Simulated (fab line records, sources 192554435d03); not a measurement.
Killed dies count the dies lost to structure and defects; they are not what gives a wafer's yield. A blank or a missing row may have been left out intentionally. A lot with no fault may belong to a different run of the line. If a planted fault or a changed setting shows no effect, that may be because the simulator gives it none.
The tool behind it: which one? | flow n5_finfet | 24 lots, 72 wafers sampled, at 6 steps of a route of 1938

## WHAT THE GAUGES SHOWED, per wafer
N5_BEOL_M15_INSPECT_12: inspects for defects (macro). Usual: raw_defect_count at 2.1, with a standard deviation of 1.6.
lot  | measured     | on                | raw_defect_count | flag
L074 | day 11 05:46 | defect_inspect-01 | 1 2 1            |
L075 | day 12 05:06 | defect_inspect-02 | 3 2 4            |
L076 | day 12 15:04 | defect_inspect-01 | 3 2 3            |
L077 | day 12 18:28 | defect_inspect-02 | 2 2 3            |
L078 | day 13 00:56 | defect_inspect-01 | 3 5 1            |
L080 | day 13 17:05 | defect_inspect-02 | 3 1 3            |
L082 | day 13 23:58 | defect_inspect-02 | 1 3 3            |
L079 | day 13 18:04 | defect_inspect-01 | 1 4 2            |
L085 | day 14 00:13 | defect_inspect-02 | 2 1 3            |
L081 | day 14 03:28 | defect_inspect-01 | 1 0 4            |
L083 | day 14 11:02 | defect_inspect-02 | 3 2 3            |
L084 | day 14 11:55 | defect_inspect-02 | 2 5 1            |
L087 | day 14 13:44 | defect_inspect-01 | 7 3 2            |
L088 | day 14 18:54 | defect_inspect-01 | 1 2 0            |
L086 | day 14 19:48 | defect_inspect-02 | 3 1 3            |
L089 | day 15 19:53 | defect_inspect-01 | 1 2 3            |
L090 | day 16 06:23 | defect_inspect-02 | 2 1 1            |
L093 | day 16 16:20 | defect_inspect-01 | 2 1 2            |
L091 | day 16 09:50 | defect_inspect-02 | 1 2 0            |
L092 | day 16 17:09 | defect_inspect-01 | 0 4 4            |
L094 | day 16 16:35 | defect_inspect-01 | 0 0 2            |
L095 | day 17 18:23 | defect_inspect-02 | 5 1 0            |
L096 | day 18 09:15 | defect_inspect-02 | 2 2 1            |
L097 | day 18 09:26 | defect_inspect-02 | 1 2 2            |

N5_BEOL_M15_CD_MEAS_17 targets a cd of 360 nm. Usual: cd_nm at 359.8 nm, with a standard deviation of 2.4.
lot  | measured     | on        | cd_nm (nm)        | flag
L074 | day 11 06:21 | cd_sem-01 | 361.7 364.5 361.7 |
L075 | day 12 05:38 | cd_sem-01 | 356.5 356.6 360.7 |
L076 | day 12 15:35 | cd_sem-01 | 361.2 362.4 363.0 |
L077 | day 12 19:17 | cd_sem-03 | 362.5 360.4 357.7 |
L078 | day 13 01:28 | cd_sem-01 | 356.3 355.3 355.3 |
L080 | day 13 17:37 | cd_sem-03 | 355.7 356.6 360.4 |
L082 | day 14 00:30 | cd_sem-01 | 358.3 362.3 361.9 |
L079 | day 13 18:36 | cd_sem-01 | 362.5 361.4 361.0 |
L085 | day 14 00:51 | cd_sem-03 | 359.1 361.0 360.9 |
L081 | day 14 04:28 | cd_sem-02 | 359.2 358.6 362.4 |
L083 | day 14 11:34 | cd_sem-01 | 357.2 359.6 362.2 |
L084 | day 14 12:28 | cd_sem-01 | 360.7 360.3 361.2 |
L087 | day 14 14:16 | cd_sem-03 | 361.7 363.0 361.1 |
L088 | day 14 19:26 | cd_sem-02 | 362.1 361.3 360.9 |
L086 | day 14 20:20 | cd_sem-03 | 358.0 357.5 358.6 |
L089 | day 15 20:26 | cd_sem-01 | 362.0 363.4 360.7 |
L090 | day 16 06:55 | cd_sem-02 | 359.1 358.0 358.0 |
L093 | day 16 16:52 | cd_sem-01 | 360.8 357.9 361.2 |
L091 | day 16 10:22 | cd_sem-02 | 360.3 361.7 360.3 |
L092 | day 16 18:00 | cd_sem-01 | 360.2 360.5 364.0 |
L094 | day 16 17:07 | cd_sem-01 | 365.3 360.3 362.5 |
L095 | day 17 18:55 | cd_sem-01 | 355.5 358.7 363.5 |
L096 | day 18 09:47 | cd_sem-01 | 357.9 359.4 363.7 |
L097 | day 18 09:58 | cd_sem-02 | 354.0 356.6 357.6 |

## WHAT TOOL EACH LOT RAN ON (gives the tool, then ch and the chambers of the sampled wafers, and finally the start)
lot  | N5_BEOL_M13_DESCUM_33              | N5_BEOL_M13_ETCH_38                | N5_BEOL_M15_ILD_DEP_00          | N5_BEOL_M15_STRIP_64
L074 | rie_diel-03 ch 0,2,3, day 10 16:07 | rie_diel-04 ch 0,2,3, day 10 22:35 | pecvd-03 ch 0,2, day 11 05:04   | rie_diel-03 ch 0,2,3, day 11 06:21 or earlier
L075 | rie_diel-03 ch 0,1, day 11 16:44   | rie_diel-03 ch 1,2, day 11 20:52   | pecvd-01 ch 0,2, day 12 04:29   | rie_diel-04 ch 1,2, day 12 05:38 or earlier
L076 | rie_diel-03 ch 1,2,3, day 12 05:51 | rie_diel-02 ch 0,2,3, day 12 06:40 | pecvd-04 ch 0,1, day 12 14:27   | rie_diel-02 ch 0,1, day 12 15:35 or earlier
L077 | rie_diel-04 ch 0,3, day 12 07:20   | rie_diel-03 ch 0,1,3, day 12 08:07 | pecvd-01 ch 0,1,2, day 12 17:52 | rie_diel-04 ch 1,3, day 12 19:17 or earlier
L078 | rie_diel-03 ch 1,2,3, day 12 15:17 | rie_diel-04 ch 0,1,3, day 12 16:10 | pecvd-03 ch 1,2, day 13 00:12   | rie_diel-04 ch 2,3, day 13 01:28 or earlier
L080 | rie_diel-03 ch 0,2,3, day 13 07:50 | rie_diel-03 ch 0,1, day 13 08:55   | pecvd-04 ch 0,1, day 13 16:22   | rie_diel-03 ch 0,2, day 13 17:37 or earlier
L082 | rie_diel-02 ch 0,1,2, day 13 08:05 | rie_diel-02 ch 0,3, day 13 13:34   | pecvd-04 ch 0,1,2, day 13 23:20 | rie_diel-02 ch 1,2,3, day 14 00:30 or earlier
L079 | rie_diel-03 ch 0,2,3, day 13 08:23 | rie_diel-02 ch 1,2, day 13 09:29   | pecvd-03 ch 0,1,2, day 13 17:28 | rie_diel-04 ch 0,1,2, day 13 18:36 or earlier
L085 | rie_diel-04 ch 0,1,3, day 13 15:08 | rie_diel-02 ch 0,2,3, day 13 15:52 | pecvd-04 ch 0,2, day 13 23:37   | rie_diel-04 ch 1,2, day 14 00:51 or earlier
L081 | rie_diel-02 ch 1,2, day 13 17:05   | rie_diel-02 ch 1,2,3, day 13 19:03 | pecvd-04 ch 0,1,2, day 14 02:41 | rie_diel-02 ch 0,3, day 14 04:28 or earlier
L083 | rie_diel-02 ch 1,2,3, day 13 22:14 | rie_diel-02 ch 1,2,3, day 14 00:37 | pecvd-01 ch 0,1,2, day 14 10:32 | rie_diel-02 ch 1,2, day 14 11:34 or earlier
L084 | rie_diel-02 ch 1,2, day 14 01:01   | rie_diel-02 ch 0,3, day 14 03:47   | pecvd-01 ch 1,2, day 14 11:11   | rie_diel-04 ch 1,2, day 14 12:28 or earlier
L087 | rie_diel-03 ch 0,2,3, day 14 04:52 | rie_diel-04 ch 1,3, day 14 06:31   | pecvd-04 ch 0,1,2, day 14 13:07 | rie_diel-03 ch 1,3, day 14 14:16 or earlier
L088 | rie_diel-04 ch 2,3, day 14 07:43   | rie_diel-03 ch 1,2,3, day 14 08:26 | pecvd-04 ch 0,1,2, day 14 18:17 | rie_diel-04 ch 1,2,3, day 14 19:26 or earlier
L086 | rie_diel-02 ch 0,1,2, day 14 08:15 | rie_diel-04 ch 0,2, day 14 09:00   | pecvd-01 ch 0,1, day 14 19:11   | rie_diel-03 ch 1,2,3, day 14 20:20 or earlier
L089 | rie_diel-02 ch 0,1, day 15 07:46   | rie_diel-03 ch 0,2,3, day 15 11:39 | pecvd-04 ch 0,1,2, day 15 19:23 | rie_diel-02 ch 0,2,3, day 15 20:26 or earlier
L090 | rie_diel-04 ch 0,2, day 15 17:55   | rie_diel-03 ch 0,2, day 15 21:31   | pecvd-01 ch 0,2, day 16 05:46   | rie_diel-03 ch 0,3, day 16 06:55 or earlier
L093 | rie_diel-02 ch 1,2, day 16 00:25   | rie_diel-02 ch 0,1, day 16 01:07   | pecvd-04 ch 1,2, day 16 15:43   | rie_diel-02 ch 1,2,3, day 16 16:52 or earlier
L091 | rie_diel-03 ch 1,2,3, day 16 00:58 | rie_diel-03 ch 1,2, day 16 01:40   | pecvd-01 ch 0,1,2, day 16 09:07 | rie_diel-02 ch 0,1,3, day 16 10:22 or earlier
L092 | rie_diel-03 ch 0,2,3, day 16 07:13 | rie_diel-03 ch 1,2, day 16 10:01   | pecvd-01 ch 0,1, day 16 16:25   | rie_diel-02 ch 0,1, day 16 18:00 or earlier
L094 | rie_diel-02 ch 0,2,3, day 16 07:38 | rie_diel-02 ch 2,3, day 16 09:02   | pecvd-01 ch 1,2, day 16 15:51   | rie_diel-04 ch 2,3, day 16 17:07 or earlier
L095 | rie_diel-02 ch 1,2,3, day 17 06:23 | rie_diel-02 ch 1,2, day 17 10:25   | pecvd-01 ch 0,1,2, day 17 17:47 | rie_diel-02 ch 0,2, day 17 18:55 or earlier
L096 | rie_diel-03 ch 0,3, day 17 17:04   | rie_diel-04 ch 1,3, day 17 19:23   | pecvd-01 ch 1,2, day 18 08:31   | rie_diel-02 ch 0,3, day 18 09:47 or earlier
L097 | rie_diel-04 ch 2,3, day 17 19:39   | rie_diel-03 ch 0,1,2, day 17 21:12 | pecvd-04 ch 0,2, day 18 08:42   | rie_diel-04 ch 0,3, day 18 09:58 or earlier
- N5_BEOL_M13_DESCUM_33: chemistry O2, time 7.9 s.
- N5_BEOL_M13_ETCH_38: etches SiCN in CF4/N2, target depth 67.5 nm, time 71.9 s.
- N5_BEOL_M15_ILD_DEP_00: deposits SiO2 from TEOS/O2, target thk 1629.3 nm, time 346.1 s.
- N5_BEOL_M15_STRIP_64: strips in O2.

## AS READ BY THE TOOLS THEMSELVES (means over the sampled wafers that have a number; for cases with no such wafer, the mark the record gives instead)
N5_BEOL_M13_DESCUM_33. Usual: drypump_motor_current_A 5.8 A, standard deviation 0.4; oes_product_au 0.79 a.u., standard deviation 0.091; rf_vpp_V 243.0 V, standard deviation 1.4; showerhead_plenum_p_Torr 2.08 Torr, standard deviation 0.08; throttle_valve_pct 20.39 %, standard deviation 0.25.
lot  | tool        | drypump_motor_current_A (A) | oes_product_au (a.u.) | rf_vpp_V (V) | showerhead_plenum_p_Torr (Torr) | throttle_valve_pct (%) | flag
L074 | rie_diel-03 | 5.8                         | 0.77                  | 242.4        | 2.06                            | 20.35                  |
L075 | rie_diel-03 | 5.8                         | 0.81                  | 242.2        | 2.04                            | 20.17                  |
L076 | rie_diel-03 | 5.7                         | 0.72                  | 242.7        | 2.08                            | 20.38                  |
L077 | rie_diel-04 | 5.8                         | 0.74                  | 242.5        | 2.05                            | 20.59                  |
L078 | rie_diel-03 | 5.7                         | 0.72                  | 243.1        | 2.08                            | 20.39                  |
L080 | rie_diel-03 | 5.8                         | 0.74                  | 242.4        | 2.05                            | 20.38                  |
L082 | rie_diel-02 | 6.0                         | 0.85                  | 241.9        | 2.08                            | 20.31                  |
L079 | rie_diel-03 | 5.8                         | 0.75                  | 242.9        | 2.05                            | 20.38                  |
L085 | rie_diel-04 | 5.7                         | 0.81                  | 243.7        | 2.11                            | 20.49                  |
L081 | rie_diel-02 | 6.0                         | 0.79                  | 242.8        | 2.06                            | 20.45                  |
L083 | rie_diel-02 | 5.7                         | 0.78                  | 241.8        | 2.03                            | 20.54                  |
L084 | rie_diel-02 | 6.0                         | 0.79                  | 242.7        | 2.06                            | 20.47                  |
L087 | rie_diel-03 | 5.8                         | 0.74                  | 242.5        | 2.05                            | 20.39                  |
L088 | rie_diel-04 | 6.0                         | 0.74                  | 242.5        | 2.11                            | 20.44                  |
L086 | rie_diel-02 | 6.0                         | 0.84                  | 242.9        | 2.08                            | 20.31                  |
L089 | rie_diel-02 | 6.2                         | 0.88                  | 242.2        | 2.06                            | 20.10                  |
L090 | rie_diel-04 | 5.6                         | 0.88                  | 244.9        | 2.16                            | 20.21                  |
L093 | rie_diel-02 | 6.0                         | 0.77                  | 243.2        | 2.06                            | 20.48                  |
L091 | rie_diel-03 | 5.7                         | 0.71                  | 243.1        | 2.07                            | 20.43                  |
L092 | rie_diel-03 | 5.8                         | 0.73                  | 242.9        | 2.05                            | 20.40                  |
L094 | rie_diel-02 | 5.5                         | 0.84                  | 243.5        | 2.15                            | 20.52                  |
L095 | rie_diel-02 | 5.7                         | 0.83                  | 243.3        | 2.11                            | 20.45                  |
L096 | rie_diel-03 | 5.8                         | 0.74                  | 243.6        | 2.05                            | 20.30                  |
L097 | rie_diel-04 | 6.0                         | 0.72                  | 243.1        | 2.10                            | 20.47                  |

N5_BEOL_M13_ETCH_38. Usual: drypump_motor_current_A 5.7 A, standard deviation 0.41; oes_product_au 0.78 a.u., standard deviation 0.087; rf_vpp_V 381.9 V, standard deviation 2; showerhead_plenum_p_Torr 2.19 Torr, standard deviation 0.074; throttle_valve_pct 15.46 %, standard deviation 0.25.
lot  | tool        | drypump_motor_current_A (A) | oes_product_au (a.u.) | rf_vpp_V (V) | showerhead_plenum_p_Torr (Torr) | throttle_valve_pct (%) | flag
L074 | rie_diel-04 | 5.9                         | 0.75                  | 381.9        | 2.21                            | 15.55                  |
L075 | rie_diel-03 | 5.8                         | 0.75                  | 381.4        | 2.17                            | 15.40                  |
L076 | rie_diel-02 | 5.5                         | 0.79                  | 382.4        | 2.18                            | 15.57                  |
L077 | rie_diel-03 | 5.7                         | 0.75                  | 382.5        | 2.21                            | 15.37                  |
L078 | rie_diel-04 | 5.7                         | 0.81                  | 383.3        | 2.23                            | 15.44                  |
L080 | rie_diel-03 | 5.8                         | 0.78                  | 381.9        | 2.15                            | 15.26                  |
L082 | rie_diel-02 | 5.4                         | 0.84                  | 382.7        | 2.19                            | 15.41                  |
L079 | rie_diel-02 | 6.2                         | 0.86                  | 381.9        | 2.18                            | 15.32                  |
L085 | rie_diel-02 | 5.5                         | 0.79                  | 381.4        | 2.18                            | 15.60                  |
L081 | rie_diel-02 | 5.7                         | 0.80                  | 380.7        | 2.15                            | 15.58                  |
L083 | rie_diel-02 | 5.7                         | 0.78                  | 380.4        | 2.15                            | 15.59                  |
L084 | rie_diel-02 | 5.2                         | 0.78                  | 379.6        | 2.13                            | 15.65                  |
L087 | rie_diel-04 | 5.9                         | 0.83                  | 384.1        | 2.30                            | 15.38                  |
L088 | rie_diel-03 | 5.7                         | 0.71                  | 382.4        | 2.19                            | 15.52                  |
L086 | rie_diel-04 | 5.7                         | 0.82                  | 383.2        | 2.24                            | 15.46                  |
L089 | rie_diel-03 | 5.8                         | 0.73                  | 381.6        | 2.17                            | 15.50                  |
L090 | rie_diel-03 | 6.0                         | 0.75                  | 380.5        | 2.11                            | 15.51                  |
L093 | rie_diel-02 | 6.1                         | 0.87                  | 382.6        | 2.19                            | 15.17                  |
L091 | rie_diel-03 | 5.9                         | 0.73                  | 380.3        | 2.13                            | 15.54                  |
L092 | rie_diel-03 | 5.8                         | 0.73                  | 381.0        | 2.16                            | 15.46                  |
L094 | rie_diel-02 | 5.5                         | 0.80                  | 383.1        | 2.25                            | 15.66                  |
L095 | rie_diel-02 | 6.0                         | 0.76                  | 382.1        | 2.18                            | 15.60                  |
L096 | rie_diel-04 | 5.6                         | 0.83                  | 383.2        | 2.27                            | 15.31                  |
L097 | rie_diel-03 | 5.9                         | 0.73                  | 381.6        | 2.14                            | 15.45                  |

N5_BEOL_M15_ILD_DEP_00. Usual: heater_power_w 631 W, standard deviation 110; showerhead_plenum_p_Torr 8.333 Torr, standard deviation 0.027; susceptor_temp_C 400.01 C, standard deviation 0.22; throttle_valve_pct 18.9 %, standard deviation 1.3.
lot  | tool     | heater_power_w (W) | showerhead_plenum_p_Torr (Torr) | susceptor_temp_C (C) | throttle_valve_pct (%) | flag
L074 | pecvd-03 | 494                | 8.340                           | 400.00               | 19.0                   |
L075 | pecvd-01 | 520                | 8.308                           | 399.90               | 18.4                   |
L076 | pecvd-04 | 725                | 8.359                           | 400.07               | 19.9                   |
L077 | pecvd-01 | 645                | 8.314                           | 400.00               | 18.3                   |
L078 | pecvd-03 | 595                | 8.330                           | 400.17               | 19.1                   |
L080 | pecvd-04 | 720                | 8.371                           | 400.15               | 20.4                   |
L082 | pecvd-04 | 712                | 8.346                           | 400.00               | 19.4                   |
L079 | pecvd-03 | 622                | 8.344                           | 399.96               | 19.4                   |
L085 | pecvd-04 | 644                | 8.332                           | 399.97               | 18.4                   |
L081 | pecvd-04 | 670                | 8.352                           | 399.93               | 19.3                   |
L083 | pecvd-01 | 673                | 8.315                           | 400.13               | 18.3                   |
L084 | pecvd-01 | 650                | 8.310                           | 399.79               | 17.2                   |
L087 | pecvd-04 | 676                | 8.346                           | 400.14               | 19.2                   |
L088 | pecvd-04 | 686                | 8.350                           | 399.94               | 19.3                   |
L086 | pecvd-01 | 641                | 8.331                           | 400.21               | 17.9                   |
L089 | pecvd-04 | 720                | 8.349                           | 400.14               | 19.5                   |
L090 | pecvd-01 | 516                | 8.300                           | 399.88               | 18.6                   |
L093 | pecvd-04 | 688                | 8.335                           | 399.75               | 18.7                   |
L091 | pecvd-01 | 600                | 8.318                           | 399.80               | 18.3                   |
L092 | pecvd-01 | 627                | 8.328                           | 399.84               | 19.1                   |
L094 | pecvd-01 | 651                | 8.316                           | 400.03               | 17.4                   |
L095 | pecvd-01 | 662                | 8.328                           | 399.92               | 18.3                   |
L096 | pecvd-01 | 610                | 8.297                           | 400.16               | 17.8                   |
L097 | pecvd-04 | 670                | 8.344                           | 400.01               | 19.2                   |

N5_BEOL_M15_STRIP_64. Usual: drypump_motor_current_A 5.7 A, standard deviation 0.44; oes_product_au 0.80 a.u., standard deviation 0.096; rf_vpp_V 3.6 V, standard deviation 0.5; showerhead_plenum_p_Torr 2.10 Torr, standard deviation 0.083; throttle_valve_pct 16.64 %, standard deviation 0.24.
lot  | tool        | drypump_motor_current_A (A) | oes_product_au (a.u.) | rf_vpp_V (V) | showerhead_plenum_p_Torr (Torr) | throttle_valve_pct (%) | flag
L074 | rie_diel-03 | 5.8                         | 0.76                  | 3.3          | 2.06                            | 16.62                  |
L075 | rie_diel-04 | 5.4                         | 0.88                  | 3.3          | 2.13                            | 16.49                  |
L076 | rie_diel-02 | 6.2                         | 0.93                  | 4.0          | 2.07                            | 16.27                  |
L077 | rie_diel-04 | 5.9                         | 0.88                  | 3.4          | 2.21                            | 16.66                  |
L078 | rie_diel-04 | 6.0                         | 0.75                  | 3.9          | 2.12                            | 16.67                  |
L080 | rie_diel-03 | 6.0                         | 0.79                  | 3.6          | 2.00                            | 16.54                  |
L082 | rie_diel-02 | 5.7                         | 0.78                  | 3.3          | 2.04                            | 16.80                  |
L079 | rie_diel-04 | 5.5                         | 0.77                  | 3.2          | 2.05                            | 16.65                  |
L085 | rie_diel-04 | 5.4                         | 0.86                  | 3.6          | 2.12                            | 16.51                  |
L081 | rie_diel-02 | 5.4                         | 0.81                  | 3.4          | 2.08                            | 16.69                  |
L083 | rie_diel-02 | 6.0                         | 0.78                  | 4.0          | 2.06                            | 16.71                  |
L084 | rie_diel-04 | 5.6                         | 0.78                  | 4.0          | 2.08                            | 16.59                  |
L087 | rie_diel-03 | 5.6                         | 0.69                  | 4.2          | 2.13                            | 16.70                  |
L088 | rie_diel-04 | 5.8                         | 0.81                  | 3.6          | 2.14                            | 16.64                  |
L086 | rie_diel-03 | 5.7                         | 0.72                  | 3.5          | 2.07                            | 16.71                  |
L089 | rie_diel-02 | 5.5                         | 0.85                  | 3.3          | 2.15                            | 16.72                  |
L090 | rie_diel-03 | 5.8                         | 0.76                  | 3.7          | 2.06                            | 16.56                  |
L093 | rie_diel-02 | 5.7                         | 0.84                  | 4.2          | 2.12                            | 16.66                  |
L091 | rie_diel-02 | 5.6                         | 0.89                  | 3.2          | 2.13                            | 16.50                  |
L092 | rie_diel-02 | 5.9                         | 0.86                  | 4.0          | 2.09                            | 16.41                  |
L094 | rie_diel-04 | 6.1                         | 0.75                  | 3.8          | 2.16                            | 16.77                  |
L095 | rie_diel-02 | 5.7                         | 0.79                  | 3.7          | 2.11                            | 16.66                  |
L096 | rie_diel-02 | 5.4                         | 0.86                  | 3.6          | 2.16                            | 16.58                  |
L097 | rie_diel-04 | 6.0                         | 0.83                  | 3.5          | 2.21                            | 16.71                  |

## THE ANSWER, worked out from the rows above alone
Rule: lot off if the mean of its wafers having a number is beyond 3 standard deviations from the usual mean. Also off: a lot with no number at a reading for which 4 or more lots have one. All remaining lots with rows at the step are treated as sound. Order of review: gauges by route order, followed by the tools' own readings, for which a lot's mean as printed above is used. The first step at which some lot is off is used, and at that step the reading that is off furthest; a lot without a number counts as furthest.
No lot is off on any of the readings shown, so nothing can be concluded from this.

## WHAT HAD BEEN PUT IN BY THE SIMULATOR
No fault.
